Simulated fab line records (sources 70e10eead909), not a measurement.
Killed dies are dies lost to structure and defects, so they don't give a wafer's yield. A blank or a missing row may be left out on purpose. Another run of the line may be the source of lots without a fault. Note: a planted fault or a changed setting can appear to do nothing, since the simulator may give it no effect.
fab line records	flow nandHarc
record lots=12	wafers=36	lastDay=23
route steps=1159 shown A_BLC@976 A_M0@1013
lots that met no fault: from a run of the same line without faults
startH: hours from the record's first day to the start of the lot's first wafer shown	waitH: hours since the lot's step before	" unchanged from the row above	L1.1+2: a row that stands for several wafers	- no value present, or no start provided	* or withheld: withheld	< > ~ a bound
route shown NAME@n: a module of which the file shows steps, and the number in the route of the first	usual: mean and standard deviation over wafers with no fault	same: alike in all rows	chamber/n: place in a boat	sites: the reading at each site	_std_site: standard deviation across them	_edge_site: inner sites' mean taken away from outer sites' mean	radiusMm: for every site, how far away it sits from the centre of the wafer	mask NAME#n: copy n	behind: the last tool/chamber to shape the wafer	hold: reason for holding the lot/hours on hold/outcome of the hold	device: the transistor (n, p or np) that didn't switch	end of line: tests run on the same wafers once the route is complete	step lacking rows: just its recipe	killed: the dies lost at the first sort to structure and to defects; this is not the yield of the wafer	map: a wafer's dies, x killed, . not, _ none there
set.NAME: the setting as run; set.NAME@STEP: as run at that earlier step	model.NAME: the simulator's own value behind a step, which no gauge read
the route's steps for a sample of lots (tables are steps, rows are wafers)
services: the hour from which a tool's chamber was out of use, counted from the record's first day as startH (under 0 if before that day), plus the number of hours and why
## steps
# step NHARC_A_BLC_INSPECT_12
# usual rawDefectCount=30/14
lot.wafer	tool	chamber	startH	waitH	rawDefectCount
L292.3	defectInspect-01	-	396.11	0.0	18
L292.4	"	-	"	"	11
L292.6	"	-	"	"	20
L290.2	defectInspect-02	-	398.84	0.0	28
L290.4	"	-	"	"	45
L290.6	"	-	"	"	44
L294.2	defectInspect-02	-	417.41	0.0	34
L294.3	"	-	"	"	45
L294.5	"	-	"	"	39
L295.1	defectInspect-01	-	418.26	0.0	20
L295.2	"	-	"	"	8
L295.3	"	-	"	"	14
L297.2	defectInspect-02	-	438.03	0.0	47
L297.3	"	-	"	"	32
L297.6	"	-	"	"	41
L298.2	defectInspect-02	-	439.96	0.0	16
L298.4	"	-	"	"	12
L298.5	"	-	"	"	13
L299.1	defectInspect-02	-	442.85	0.0	34
L299.4	"	-	"	"	22
L299.6	"	-	"	"	33
L301.1	defectInspect-02	-	462.11	0.0	31
L301.2	"	-	"	"	41
L301.4	"	-	"	"	38
L302.1	defectInspect-01	-	462.53	0.0	35
L302.4	"	-	"	"	40
L302.5	"	-	"	"	28
L305.1	defectInspect-02	-	495.80	0.0	24
L305.3	"	-	"	"	39
L305.6	"	-	"	"	32
L306.2	defectInspect-02	-	497.80	0.0	33
L306.4	"	-	"	"	53
L306.6	"	-	"	"	52
L308.2	defectInspect-01	-	503.14	0.0	58
L308.3	"	-	"	"	81
L308.4	"	-	"	"	65
# step NHARC_A_M0_DEGAS_28
# recipe tempC=250	timeS=60
# usual heaterPowerW=333/26
lot.wafer	tool	chamber	startH	waitH	heaterPowerW
L292.3	pvdSputter-01	-	401.44	-	324
L292.4	"	-	"	"	293
L292.6	"	-	"	"	361
L290.2	pvdSputter-03	-	403.96	-	347
L290.4	"	-	"	"	303
L290.6	"	-	"	"	337
L294.3	pvdSputter-02	-	422.30	-	376
L294.2	"	-	"	"	313
L294.5	"	-	"	"	389
L295.3	pvdSputter-03	-	425.79	-	348
L295.1	"	-	"	"	293
L295.2	"	-	"	"	337
L297.3	pvdSputter-02	-	443.04	-	343
L297.2	"	-	"	"	313
L297.6	"	-	"	"	348
L298.4	pvdSputter-02	-	448.73	-	315
L298.2	"	-	"	"	299
L298.5	"	-	"	"	315
L299.4	pvdSputter-01	-	449.66	-	348
L299.1	"	-	"	"	367
L299.6	"	-	"	"	354
L301.4	pvdSputter-01	-	467.11	-	363
L301.1	"	-	"	"	381
L301.2	"	-	"	"	320
L302.4	pvdSputter-02	-	467.71	-	301
L302.1	"	-	"	"	379
L302.5	"	-	"	"	343
L305.3	pvdSputter-03	-	510.28	-	313
L305.1	"	-	"	"	314
L305.6	"	-	"	"	345
L306.4	pvdSputter-02	-	511.76	-	349
L306.2	"	-	"	"	295
L306.6	"	-	"	"	384
L308.3	pvdSputter-02	-	516.26	-	342
L308.4	"	-	"	"	320
L308.2	"	-	"	"	308
# step NHARC_A_M0_ECD_22
# recipe targetThkA=4000	bathTempC=25	material=Cu
lot.wafer	tool	chamber	startH	waitH
L292.4+3+6	ecdCu-02	1,0,0	401.91	-
L290.2+4+6	ecdCu-02	1	404.32	-
L294.2+3+5	ecdCu-01	1,0,0	422.66	-
L295.1+2+3	ecdCu-01	1,0,0	426.14	-
L297.2+3+6	ecdCu-01	1	443.45	-
L298.2+4+5	ecdCu-02	0	449.14	-
L299.1+4+6	ecdCu-02	1	450.24	-
L301.1+2+4	ecdCu-01	1,0,1	467.46	-
L302.1+4+5	ecdCu-01	1	468.06	-
L305.1+3+6	ecdCu-01	0,0,1	511.12	0.4
L306.2+4+6	ecdCu-01	0	512.16	-
L308.2+3+4	ecdCu-02	0,1,0	516.73	-
# step NHARC_A_M0_CMP_23
# recipe tOverpolishS=20	targetThkNm=113.75
# usual edgeZonePressureFrac=1.000/0.005	motorCurrentA=12.3/1.2	timeToEndpointS=29.1/2.2
lot.wafer	tool	chamber	startH	waitH	edgeZonePressureFrac	motorCurrentA	timeToEndpointS
L292.4	cmp-02	0	402.61	-	1.003	13.9	27.5
L292.3	"	2	"	"	1.003	13.2	30.5
L292.6	"	3	"	"	1.006	11.0	29.0
L290.4	cmp-04	1	405.10	-	1.002	13.8	28.3
L290.2	"	2	"	"	1.001	11.6	27.6
L290.6	"	0	"	"	1.001	11.8	28.1
L294.3	cmp-04	0	423.41	-	0.995	12.0	28.0
L294.2	"	1	"	"	0.998	13.2	26.7
L294.5	"	3	"	"	0.995	10.9	29.3
L295.1	cmp-02	0	426.89	-	1.005	13.7	27.9
L295.3	"	1	"	"	0.994	12.9	29.3
L295.2	"	2	"	"	0.995	12.5	31.3
L297.3	cmp-04	1	444.12	-	0.994	13.4	28.4
L297.2	"	2	"	"	0.999	11.0	27.4
L297.6	"	2	"	"	1.002	11.7	26.8
L298.2	cmp-02	1	449.81	-	1.002	13.0	27.8
L298.4	"	0	"	"	1.001	13.9	28.9
L298.5	"	1	"	"	1.000	13.1	26.8
L299.4	cmp-02	0	450.91	-	1.006	13.9	28.3
L299.1	"	2	"	"	0.995	11.9	27.1
L299.6	"	1	"	"	0.991	13.7	25.1
L301.1	cmp-04	3	468.18	-	1.004	10.2	31.2
L301.2	"	0	"	"	1.004	12.9	33.8
L301.4	"	1	"	"	0.996	13.7	30.0
L302.1	cmp-03	2	468.84	-	0.995	13.4	28.7
L302.4	"	3	"	"	0.998	13.3	30.6
L302.5	"	0	"	"	1.004	10.4	28.4
L305.3	cmp-03	0	511.95	-	1.008	10.7	34.5
L305.1	"	1	"	"	1.004	11.7	32.1
L305.6	"	3	"	"	0.997	14.5	54.8
L306.4	cmp-03	2	512.83	-	0.999	13.6	28.5
L306.2	"	0	"	"	1.003	10.7	52.4
L306.6	"	2	"	"	1.001	13.3	56.3
L308.3	cmp-04	2	517.75	-	0.996	11.8	26.7
L308.2	"	3	"	"	0.998	10.4	25.3
L308.4	"	1	"	"	1.010	13.7	26.3
# step NHARC_A_M0_THK_MEAS_24
# recipe thkMeasGauge=xrf
# usual thkNm=114.1/1.4
lot.wafer	tool	chamber	startH	waitH	thkNm
L292.3	filmMetro-02	-	402.89	-	114.0
L292.4	"	-	"	"	113.8
L292.6	"	-	"	"	115.0
L290.2	filmMetro-02	-	405.39	-	114.6
L290.4	"	-	"	"	113.3
L290.6	"	-	"	"	115.2
L294.2	filmMetro-01	-	423.69	-	113.3
L294.3	"	-	"	"	114.3
L294.5	"	-	"	"	114.5
L295.1	filmMetro-01	-	427.18	-	113.3
L295.2	"	-	"	"	114.8
L295.3	"	-	"	"	113.6
L297.2	filmMetro-02	-	444.44	-	115.3
L297.3	"	-	"	"	113.8
L297.6	"	-	"	"	113.5
L298.2	filmMetro-02	-	450.12	-	112.9
L298.4	"	-	"	"	113.5
L298.5	"	-	"	"	115.0
L299.1	filmMetro-02	-	451.23	-	115.6
L299.4	"	-	"	"	115.3
L299.6	"	-	"	"	114.6
L301.1	filmMetro-02	-	468.50	-	114.3
L301.2	"	-	"	"	116.9
L301.4	"	-	"	"	114.0
L302.1	filmMetro-02	-	469.10	-	114.5
L302.4	"	-	"	"	114.9
L302.5	"	-	"	"	115.4
L305.1	filmMetro-01	-	512.23	-	114.8
L305.3	"	-	"	"	114.1
L305.6	"	-	"	"	114.5
L306.2	filmMetro-02	-	513.14	-	111.9
L306.4	"	-	"	"	116.6
L306.6	"	-	"	"	115.5
L308.2	filmMetro-02	-	518.06	-	111.2
L308.3	"	-	"	"	113.3
L308.4	"	-	"	"	112.3
## services
tool	chamber	startH	hours	kind
cmp-02	-	379.25	0.4	repair
pvdSputter-02	-	393.13	10.0	pm
cmp-04	-	399.16	4.0	pm
cmp-04	-	403.16	-	consumableReplace:conditioner
cmp-04	-	403.16	-	consumableReplace:pad
cmp-04	-	405.70	1.8	repair
cmp-02	-	422.51	4.0	pm
cmp-02	-	426.51	-	consumableReplace:conditioner
cmp-02	-	426.51	-	consumableReplace:pad
pvdSputter-01	-	441.71	2.4	repair
ecdCu-01	-	449.65	8.0	pm
cmp-03	-	450.22	4.0	pm
cmp-03	-	454.22	-	consumableReplace:conditioner
cmp-03	-	454.22	-	consumableReplace:pad
pvdSputter-03	-	458.04	10.0	pm
cmp-02	-	468.89	2.2	repair
cmp-02	-	481.27	1.8	repair
cmp-03	-	489.20	1.0	repair
cmp-04	-	497.16	4.0	pm
cmp-04	-	501.16	-	consumableReplace:conditioner
cmp-04	-	501.16	-	consumableReplace:pad
pvdSputter-03	-	506.48	1.1	repair
pvdSputter-01	-	514.00	10.0	pm
## key
firstSign step=NHARC_A_M0_CMP_23	reading=timeToEndpointS	direction=up	sigmas=12	usual=*	struck=*
effect none on later readings
metAt NHARC_A_M0_ECD_22
struckLots L305,L306
struckWafers L305.6,L306.2,L306.6
notActingAt NHARC_A_BLC_INSPECT_12,NHARC_A_M0_DEGAS_28,NHARC_A_M0_THK_MEAS_24
onsetBetween 468.06 511.12
fault kind=processParameterDrift	tool=ecdCu-01	chamber=-	onsetH=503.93	steps=NHARC_A_M0_ECD_22	channel=targetThkA	offset=*	shape=step	endH=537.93	scope=struckWafersOnly	actsIn=*	stated=*
